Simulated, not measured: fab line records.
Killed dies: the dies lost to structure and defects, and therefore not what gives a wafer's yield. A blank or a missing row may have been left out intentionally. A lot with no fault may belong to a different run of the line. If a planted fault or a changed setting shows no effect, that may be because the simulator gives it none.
fab line records | flow n5Finfet
record: lots: 6 wafers: 18 lastDay: 18
route steps=1938 shown MOL_CONTACT_COAG@597 BEOL_M4@1111
lots that met no fault: taken from a fault-free run of the same line
startH: hours from the record's opening day to when the first of the lot's shown wafers began | waitH: how many hours have passed since the lot's step before this one | " as in the row above | L1.1+2: a row that stands for several wafers | - no value present, or no start provided | * or withheld: withheld | < > ~ a bound
route shown NAME@n: a module of which the file shows steps, and the number in the route of the first | usual: the fault-free wafers' mean and standard deviation | same: alike in all rows | chamber/n: place in a boat | sites: readings site by site | _std_site: the standard deviation of these | _edge_site: inner sites' mean taken away from outer sites' mean | radiusMm: how far each site lies from the wafer's centre | mask NAME#n: copy n | behind: the tool/chamber that last shaped the wafer | hold: why the lot went on hold/how many hours it stayed there/how the hold came to an end | device: the n, p or np transistor that did not switch | end of line: at the end of the route, the tests of the same wafers | where a step has no rows: the recipe by itself | killed: the dies lost at the first sort to structure and to defects; this is not the yield of the wafer | map: per-die view of a wafer (x killed, . not killed, _ where there is no die)
set.NAME: the setting the step ran with; set.NAME@STEP: the setting that earlier step ran with | model.NAME: the simulator's own value behind a step, which no gauge read
lots at selected steps of the route; one table per step, one row per wafer
services: a tool's chamber out of use, with start hour (startH, from the record's first day; less than 0 if before it), hours out, and reason
== steps ==
step: N5_MOL_CONTACT_COAG_EBR_36
recipe: solvent: PGMEA ebrWidthMm: 1.5
step: N5_MOL_CONTACT_COAG_SOFTBAKE_35
recipe: tempC: 110 timeS: 60 resist: CAR-EUV
step: N5_MOL_CONTACT_COAG_EXPOSE_37
recipe: maskId: VD na: 0.33 sourceShape: annular sigmaInner: 0.3 sigmaOuter: 0.7 polarization: unpolarized defocusNm: 0 doseMj: 62
step: N5_MOL_CONTACT_COAG_PEB_38
recipe: pebTempC: 100 pebTimeS: 60 resist: CAR-EUV
step: N5_MOL_CONTACT_COAG_DEVELOP_39
recipe: developTimeS: 30 developer: TMAH resist: CAR-EUV rinseLiquid: surfactantRinse dry: airSpin devTempC: 23
step: N5_MOL_CONTACT_COAG_CD_MEAS_40
recipe: targetCdNm: 25.1 landingEnergyEv: 500 detector: seInlens polarity: opening
usual: cdNm: 25.11/0.23
columns lot.wafer tool chamber startH waitH cdNm
L899.2 cdSem-01 0 122.96 - 25.20
L899.4 " 0 " " 24.92
L899.5 " 0 " " 25.47
L901.1 cdSem-02 0 137.60 - 24.96
L901.2 " 0 " " 25.08
L901.6 " 0 " " 25.16
L905.1 cdSem-03 0 166.60 - 25.07
L905.3 " 0 " " 25.10
L905.5 " 0 " " 24.87
L906.1 cdSem-01 0 167.05 - 25.02
L906.2 " 0 " " 25.27
L906.6 " 0 " " 24.94
L909.2 cdSem-03 0 208.30 - 24.92
L909.3 " 0 " " 25.26
L909.5 " 0 " " 25.00
L913.1 cdSem-03 0 241.63 - 24.89
L913.2 " 0 " " 25.31
L913.3 " 0 " " 25.27
step: N5_MOL_CONTACT_COAG_OVL_MEAS_41
recipe: pointsPerWafer: 522
usual: VD_OVL: -0.1/0.6
columns lot.wafer tool chamber startH waitH VD_OVL[nm]
L899.2 overlay-02 0 122.99 0.0 -0.5
L899.4 " 0 " " -0.6
L899.5 " 0 " " -0.5
L901.1 overlay-02 0 137.63 0.0 -1.1
L901.2 " 0 " " -0.4
L901.6 " 0 " " -0.9
L905.1 overlay-02 0 166.63 0.0 0.9
L905.3 " 0 " " 0.1
L905.5 " 0 " " -0.5
L906.1 overlay-02 0 167.08 0.0 -1.1
L906.2 " 0 " " -1.0
L906.6 " 0 " " -0.7
L909.2 overlay-02 0 208.33 0.0 0.5
L909.3 " 0 " " -0.1
L909.5 " 0 " " -0.2
L913.1 overlay-01 0 241.66 0.0 -0.4
L913.2 " 0 " " -1.3
L913.3 " 0 " " 0.0
step: N5_MOL_CONTACT_COAG_INSPECT_42
recipe: mode: adi inspectInstrument: brightfield
usual: rawDefectCount: 196/50
columns lot.wafer tool chamber startH waitH rawDefectCount
L899.2 defectInspect-01 - 123.05 0.0 185
L899.4 " - " " 139
L899.5 " - " " 109
L901.1 defectInspect-02 - 137.69 0.1 327
L901.2 " - " " 225
L901.6 " - " " 288
L905.1 defectInspect-01 - 166.69 0.1 136
L905.3 " - " " 130
L905.5 " - " " 256
L906.1 defectInspect-01 - 167.14 0.1 156
L906.2 " - " " 274
L906.6 " - " " 173
L909.2 defectInspect-01 - 208.38 0.0 153
L909.3 " - " " 127
L909.5 " - " " 122
L913.1 defectInspect-01 - 241.72 0.1 256
L913.2 " - " " 166
L913.3 " - " " 182
step: N5_MOL_CONTACT_COAG_DESCUM_45
recipe: chemistry: O2 timeS: 7 sourcePowerW: 50 biasPowerW: 20 pressureMtorr: 20 rfFrequencyHz: 2.712e+07 tempC: 40 resist: CAR-EUV o2FlowSccm: 225
usual: drypumpMotorCurrentA: 5.6/0.49 oesProductAu: 0.79/0.1 rfFwdPowerW: 49.37/0.25 rfVppV: 243.6/1.5 showerheadPlenumPTorr: 2.12/0.082 throttleValvePct: 20.43/0.29
columns lot.wafer tool chamber startH waitH drypumpMotorCurrentA oesProductAu rfFwdPowerW rfHoursCounterH rfVppV showerheadPlenumPTorr throttleValvePct
L899.2 rieDiel-04 3 123.45 0.4 5.8 0.78 49.43 135 242.5 2.01 20.54
L899.4 " 2 " " 5.8 0.81 48.99 72 242.5 2.13 20.54
L899.5 " 0 " " 4.8 0.86 49.52 - 244.0 2.11 20.11
L901.1 rieDiel-05 3 137.72 0.0 5.5 0.68 49.57 210 243.7 2.16 20.76
L901.2 " 0 " " 6.5 0.76 49.52 154 240.7 2.00 20.34
L901.6 " 2 " " 5.2 0.98 49.08 - 247.1 2.22 19.91
L905.1 rieDiel-04 0 166.93 0.2 4.7 0.83 49.65 71 242.7 2.11 20.14
L905.3 " 1 " " 5.9 0.72 49.49 169 243.2 2.16 20.12
L905.5 " 1 " " 5.9 0.73 49.52 - 243.8 2.16 20.13
L906.1 rieDiel-06 3 167.17 0.0 6.0 0.79 49.30 116 244.4 2.22 20.71
L906.2 " 1 " " 5.8 0.77 49.46 137 241.7 2.02 20.48
L906.6 " 2 " " 5.0 0.68 49.47 - 241.7 2.08 20.20
L909.2 rieDiel-05 2 208.51 0.1 5.2 0.94 48.90 21 244.1 2.22 19.94
L909.3 " 3 " " 5.6 0.68 49.40 235 244.5 2.15 20.80
L909.5 " 2 " " 5.2 0.93 48.96 - 244.8 2.22 19.95
L913.1 rieDiel-06 2 241.75 0.0 4.9 0.99 49.38 4 241.7 2.07 19.89
L913.2 " 3 " " 6.0 0.76 49.74 146 242.4 2.21 20.77
L913.3 " 1 " " 5.8 0.75 49.40 162 242.6 2.01 20.51
step: N5_MOL_CONTACT_COAG_ETCH_65
recipe: chemistry: N2/H2 target: underlayer targetDepthA: 130 maskMaterial: CAR-EUV timeS: 10.4 ionEnergyEv: 200 pressureMtorr: 30 sourceW: 840 biasW: 150 n2FlowSccm: 200 h2FlowSccm: 200 ends: cleared
usual: drypumpMotorCurrentA: 5.6/0.48 etchRfOnTimeS: 10.33/0.22 oesProductAu: 0.68/0.083 rfFwdPowerW: 819.2/2.5 rfVppV: 524.9/2.8 showerheadPlenumPTorr: 2.57/0.095 throttleValvePct: 17.78/0.26
columns lot.wafer tool chamber startH waitH drypumpMotorCurrentA etchRfOnTimeS oesProductAu rfFwdPowerW rfHoursCounterH rfVppV showerheadPlenumPTorr throttleValvePct
L899.2 rieDiel-04 3 123.49 0.0 5.8 10.08 0.68 818.7 135 521.5 2.43 17.86
L899.4 " 2 " " 5.8 10.21 0.71 815.6 72 525.1 2.59 18.04
L899.5 " 0 " " 4.7 10.33 0.72 821.1 - 524.6 2.57 17.63
L901.1 rieDiel-05 3 137.76 0.0 5.6 10.39 0.60 818.8 210 526.3 2.60 18.02
L901.2 " 0 " " 6.4 10.60 0.64 817.7 154 521.1 2.44 17.77
L901.6 " 2 " " 5.2 10.15 0.85 816.8 - 527.8 2.69 17.22
L905.1 rieDiel-04 0 166.97 0.0 4.7 10.48 0.70 824.8 71 524.4 2.56 17.64
L905.3 " 1 " " 5.9 10.22 0.63 816.8 169 525.8 2.63 17.64
L905.5 " 1 " " 5.9 10.31 0.64 815.8 - 526.5 2.63 17.65
L906.1 rieDiel-06 3 167.21 0.0 6.0 10.27 0.67 826.1 116 525.8 2.67 17.89
L906.2 " 1 " " 5.8 10.62 0.65 816.8 137 522.3 2.45 17.86
L906.6 " 2 " " 5.0 10.54 0.59 817.9 - 523.1 2.51 17.60
L909.2 rieDiel-05 2 208.54 0.0 5.2 10.06 0.80 819.5 21 527.8 2.69 17.24
L909.3 " 3 " " 5.6 10.30 0.58 816.5 235 525.3 2.59 18.05
L909.5 " 2 " " 5.2 10.13 0.80 819.6 - 527.8 2.69 17.23
L913.1 rieDiel-06 2 241.79 0.0 4.9 10.21 0.86 820.8 4 522.4 2.50 17.24
L913.2 " 3 " " 6.0 10.42 0.65 817.2 146 526.8 2.66 17.94
L913.3 " 1 " " 5.8 10.64 0.64 824.1 162 519.1 2.44 17.93
step: N5_MOL_CONTACT_COAG_ETCH_66
recipe: chemistry: CF4 target: SiARC targetDepthA: 130 maskMaterial: CAR-EUV timeS: 21.7 ionEnergyEv: 80 pressureMtorr: 40 sourceW: 545 biasW: 36 Ar_flow_sccm: 100 cf4FlowSccm: 100 ends: cleared
usual: drypumpMotorCurrentA: 5.6/0.49 etchRfOnTimeS: 21.6/0.53 oesProductAu: 0.68/0.084 rfFwdPowerW: 532.5/1.8 rfVppV: 184.3/1.3 showerheadPlenumPTorr: 2.17/0.078 throttleValvePct: 15.61/0.26
columns lot.wafer tool chamber startH waitH drypumpMotorCurrentA etchRfOnTimeS oesProductAu rfFwdPowerW rfHoursCounterH rfVppV showerheadPlenumPTorr throttleValvePct
L899.2 rieDiel-04 3 123.51 0.0 5.8 20.7 0.69 533.9 135 182.6 2.07 15.80
L899.4 " 2 " " 5.8 20.8 0.72 530.6 72 185.0 2.17 15.61
L899.5 " 0 " " 4.8 21.6 0.72 538.7 - 183.7 2.17 15.33
L901.1 rieDiel-05 3 137.78 0.0 5.5 22.0 0.60 530.1 210 186.3 2.20 15.96
L901.2 " 0 " " 6.4 22.5 0.64 534.0 154 182.2 2.05 15.57
L901.6 " 2 " " 5.2 21.2 0.84 531.5 - 185.8 2.28 15.19
L905.1 rieDiel-04 0 166.99 0.0 4.8 21.8 0.71 535.5 71 183.5 2.17 15.35
L905.3 " 1 " " 5.9 21.3 0.64 531.8 169 184.8 2.21 15.37
L905.5 " 1 " " 5.9 21.3 0.63 531.7 - 186.1 2.21 15.37
L906.1 rieDiel-06 3 167.23 0.0 6.0 21.7 0.68 533.1 116 186.9 2.24 15.67
L906.2 " 1 " " 5.8 22.2 0.66 534.0 137 182.7 2.07 15.68
L906.6 " 2 " " 5.0 22.2 0.58 533.1 - 183.1 2.11 15.41
L909.2 rieDiel-05 2 208.56 0.0 5.2 21.0 0.80 534.9 21 186.1 2.27 15.22
L909.3 " 3 " " 5.6 21.5 0.58 529.7 235 185.1 2.19 16.01
L909.5 " 2 " " 5.2 21.0 0.79 533.1 - 186.4 2.27 15.24
L913.1 rieDiel-06 2 241.81 0.0 5.0 21.0 0.86 532.6 4 184.3 2.11 14.98
L913.2 " 3 " " 6.0 21.2 0.66 531.7 146 185.0 2.23 15.72
L913.3 " 1 " " 5.8 22.2 0.64 532.0 162 181.7 2.06 15.73
step: N5_MOL_CONTACT_COAG_ALD_133
recipe: material: SiO2 targetThkA: 50 tempC: 100 aldPrecursorFamily: BDEAS aldCoReactant: O2-plasma pulseTimeS: 1 coReactantPulseTimeS: 1 purgeTimeS: 2 coReactantPurgeTimeS: 2 aldCycles: 35 pressureTorr: 2
usual: heaterPowerW: 76/6.3 precursorPulseHeightRel: 1.004/0.02
columns lot.wafer tool chamber startH waitH heaterPowerW precursorPulseHeightRel
L899.2 aldSin-01 2 123.59 0.1 77 0.984
L899.4 " 1 " " 78 1.017
L899.5 " 2 " " 79 1.008
L901.1 aldSin-03 0 137.86 0.1 72 0.993
L901.2 " 3 " " 81 1.040
L901.6 " 0 " " 72 0.965
L905.1 aldSin-03 1 167.07 0.1 73 0.971
L905.3 " 2 " " 71 0.998
L905.5 " 1 " " 72 1.017
L906.1 aldSin-04 1 167.96 0.7 80 1.006
L906.2 " 2 " " 97 1.009
L906.6 " 2 " " 98 0.996
L909.2 aldSin-03 1 208.76 0.2 72 1.010
L909.3 " 2 " " 74 1.002
L909.5 " 2 " " 72 1.022
L913.1 aldSin-03 2 241.89 0.1 73 0.978
L913.2 " 3 " " 80 1.014
L913.3 " 1 " " 73 0.993
step: N5_MOL_CONTACT_COAG_ETCHBACK_134
recipe: chemistry: CHF3 target: SiO2 targetDepthA: 100 timeS: 6.7 ionEnergyEv: 200 pressureMtorr: 30 sourceW: 610 biasW: 170 Ar_flow_sccm: 200 CHF3_flow_sccm: 50
usual: drypumpMotorCurrentA: 5.6/0.49 oes_f_703_au: 0.79/0.083 oesProductAu: 0.79/0.083 rfFwdPowerW: 603/3.1 rfVppV: 532/13 showerheadPlenumPTorr: 2.40/0.084 throttleValvePct: 18.67/0.25
columns lot.wafer tool chamber startH waitH drypumpMotorCurrentA oes_f_703_au oesProductAu rfFwdPowerW rfHoursCounterH rfVppV showerheadPlenumPTorr throttleValvePct model.CAR-EUV_of_MOL_CONTACT_COAG_COAT_34.thkNm
L899.2 rieDiel-06 2 123.77 0.1 4.9 0.70 0.70 600 221 533 2.34 18.30 15.4
L899.4 " 1 " " 5.8 0.76 0.78 604 124 542 2.30 18.74 15.6
L899.5 " 2 " " 4.9 0.70 0.69 600 - 533 2.34 18.34 15.6
L901.1 rieDiel-04 1 138.10 0.2 5.9 0.75 0.75 605 160 546 2.46 18.45 15.4
L901.2 " 2 " " 5.8 0.83 0.83 600 76 537 2.42 18.84 15.6
L901.6 " 3 " " 5.8 0.82 0.79 600 - 523 2.29 18.89 15.4
L905.1 rieDiel-04 3 167.24 0.1 5.8 0.80 0.79 605 149 523 2.29 18.89 15.4
L905.3 " 1 " " 5.9 0.75 0.75 603 169 544 2.46 18.47 15.4
L905.5 " 1 " " 5.9 0.74 0.75 604 - 547 2.46 18.44 15.6
L906.1 rieDiel-04 3 168.14 0.1 5.8 0.80 0.80 603 149 523 2.29 18.91 15
L906.2 " 0 " " 4.8 0.81 0.83 606 72 546 2.41 18.48 15.8
L906.6 " 3 " " 5.8 0.80 0.80 603 - 524 2.29 18.92 15.2
L909.2 rieDiel-06 3 209.12 0.3 6.0 0.79 0.77 602 131 517 2.48 18.84 15.4
L909.3 " 1 " " 5.8 0.75 0.77 602 146 543 2.29 18.78 15.6
L909.5 " 1 " " 5.8 0.74 0.75 602 - 542 2.29 18.79 15.4
L913.1 rieDiel-05 0 242.07 0.1 6.4 0.72 0.72 603 190 517 2.28 18.79 15.8
L913.2 " 2 " " 5.2 0.93 0.90 596 30 521 2.51 18.29 15.4
L913.3 " 1 " " 5.1 0.90 0.93 607 19 543 2.45 18.84 15.6
step: N5_MOL_CONTACT_COAG_ETCH_67
recipe: chemistry: N2/H2 target: SOC targetDepthA: 600 overetchA: 210 maskMaterial: SiARC tempC: 40 timeS: 101.2 ionEnergyEv: 200 pressureMtorr: 30 sourceW: 840 biasW: 150 n2FlowSccm: 200 h2FlowSccm: 200
usual: drypumpMotorCurrentA: 5.6/0.5 oesProductAu: 0.66/0.065 rfFwdPowerW: 835/3 rfVppV: 524.4/2.7 showerheadPlenumPTorr: 2.56/0.094 throttleValvePct: 17.74/0.21
columns lot.wafer tool chamber startH waitH drypumpMotorCurrentA oesProductAu rfFwdPowerW rfHoursCounterH rfVppV showerheadPlenumPTorr throttleValvePct
L899.2 rieDiel-06 2 123.80 0.0 4.9 0.58 836 221 522.4 2.51 17.56
L899.4 " 1 " " 5.8 0.66 833 124 521.1 2.46 17.83
L899.5 " 2 " " 5.0 0.58 835 - 524.7 2.51 17.56
L901.1 rieDiel-04 1 138.13 0.0 5.9 0.63 833 160 526.5 2.64 17.61
L901.2 " 2 " " 5.8 0.68 835 76 524.9 2.59 18.01
L901.6 " 3 " " 5.8 0.66 831 - 522.1 2.43 17.83
L905.1 rieDiel-04 3 167.28 0.0 5.8 0.65 835 149 520.9 2.43 17.84
L905.3 " 1 " " 5.9 0.62 837 169 525.3 2.63 17.60
L905.5 " 1 " " 5.9 0.62 835 - 527.1 2.63 17.60
L906.1 rieDiel-04 3 168.18 0.0 5.8 0.65 831 149 520.5 2.42 17.86
L906.2 " 0 " " 4.8 0.69 838 72 523.5 2.56 17.61
L906.6 " 3 " " 5.8 0.65 835 - 520.8 2.42 17.83
L909.2 rieDiel-06 3 209.16 0.0 6.0 0.65 833 131 526.5 2.67 17.89
L909.3 " 1 " " 5.8 0.64 835 146 519.6 2.45 17.85
L909.5 " 1 " " 5.8 0.64 832 - 522.0 2.45 17.83
L913.1 rieDiel-05 0 242.10 0.0 6.5 0.61 833 190 521.2 2.43 17.79
L913.2 " 2 " " 5.2 0.76 829 30 527.1 2.68 17.21
L913.3 " 1 " " 5.2 0.76 840 19 525.5 2.59 17.70
step: N5_BEOL_M4_RC_MEAS_101
usual: DIBL_N: 37.2/2.1 DIBL_P: 37.3/2.3 IOFF_N: 0.18/0.041 IOFF_P: 0.24/0.042 ION_N: 680/13 ION_P: 466/7.7 SS_N: 71.8/0.68 SS_P: 73.5/0.66 VT_N: 249/3.6 VT_P: -248/3.4
columns lot.wafer tool chamber startH waitH DIBL_N[mV/V] DIBL_P[mV/V] IOFF_N[nA/um] IOFF_P[nA/um] ION_N[uA/um] ION_P[uA/um] SS_N[mV/dec] SS_P[mV/dec] VT_N[mV] VT_P[mV]
L899.2 prober-02 0 202.41 0.2 35.6 31.9 0.12 0.15 661 453 71.6 72.6 255 -252
L899.4 " 0 " " 34.7 31.6 0.12 0.15 659 453 71.1 72.2 252 -253
L899.5 " 0 " " 34.7 31.7 0.11 0.15 661 455 71.2 72.2 255 -254
L901.1 prober-02 0 209.74 0.0 36.1 36.5 0.16 0.23 678 471 71.5 74.3 248 -249
L901.2 " 0 " " 36.8 37.5 0.18 0.24 685 473 72.6 73.9 249 -247
L901.6 " 0 " " 32.6 32.1 0.10 0.16 655 458 70.3 73.3 258 -253
L906.1 prober-01 0 229.21 0.2 38.3 37.2 0.19 0.24 686 468 71.4 73.2 245 -246
L906.2 " 0 " " 38.0 35.8 0.16 0.20 676 460 71.5 73.0 252 -249
L906.6 " 0 " " 38.4 35.9 0.15 0.20 665 453 71.1 72.9 252 -251
L905.1 prober-02 0 232.34 0.0 36.4 36.4 0.16 0.25 669 468 70.7 73.4 248 -244
L905.3 " 0 " " 38.1 37.9 0.21 0.28 686 469 71.7 74.1 246 -243
L905.5 " 0 " " 37.6 37.0 0.20 0.27 689 472 71.3 72.9 245 -243
L909.2 prober-01 0 269.08 0.2 40.9 40.6 0.24 0.29 691 467 72.1 74.9 246 -245
L909.3 " 0 " " 40.5 40.3 0.23 0.29 693 465 72.2 74.2 245 -243
L909.5 " 0 " " 39.7 39.7 0.21 0.26 678 462 72.4 73.8 249 -246
L913.1 prober-01 0 316.30 0.0 37.4 39.8 0.20 0.28 684 477 72.2 74.0 248 -246
L913.2 " 0 " " 37.5 39.5 0.21 0.27 694 473 72.8 73.7 247 -245
L913.3 " 0 " " 37.1 39.2 0.20 0.28 698 483 72.2 73.8 244 -245
== services ==
columns tool chamber startH hours kind
rieDiel-04 1 106.99 5.1 repair
aldSin-03 0 108.21 10.9 repair
aldSin-04 - 111.52 0.6 repair
aldSin-04 1 117.69 4.4 repair
rieDiel-05 0 147.50 7.9 repair
aldSin-01 2 154.61 3.5 repair
aldSin-03 3 157.48 4.7 repair
rieDiel-04 2 158.73 9.8 repair
aldSin-01 - 176.75 14.0 pm
rieDiel-05 1 182.10 - clean
rieDiel-05 1 182.10 - consumableReplace:focusRing
rieDiel-05 1 182.10 14.4 scheduledDown
rieDiel-05 1 182.10 14.4 ventCycle
aldSin-04 1 184.90 24.7 repair
rieDiel-05 2 186.93 18.4 repair
aldSin-01 3 193.72 11.2 repair
rieDiel-06 1 194.90 14.0 repair
rieDiel-06 2 211.29 - clean
rieDiel-06 2 211.29 - consumableReplace:focusRing
rieDiel-06 2 211.29 18.5 scheduledDown
rieDiel-06 2 211.29 18.5 ventCycle
rieDiel-04 2 221.50 5.6 repair
rieDiel-04 2 227.60 7.5 repair
rieDiel-05 3 240.19 - clean
== key ==
firstSign none at tools or gauges
modelEffect: step: N5_MOL_CONTACT_COAG_ETCHBACK_134 value: CAR-EUV_of_MOL_CONTACT_COAG_COAT_34.thkNm without: 15.65 struck: 15.25
metAt N5_MOL_CONTACT_COAG_ETCHBACK_134
struckWafers L905.1,L905.3,L906.1,L906.6
onsetBetween 138.10 167.24
fault: kind: processParameterDrift tool: rieDiel-04 chamber: - onsetH: 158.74 steps: N5_MOL_CONTACT_COAG_ETCHBACK_134 channel: targetDepthA offset: 26.218 shape: step endH: 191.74 scope: struckWafersOnly actsIn: theseRecipesOnly stated: 100
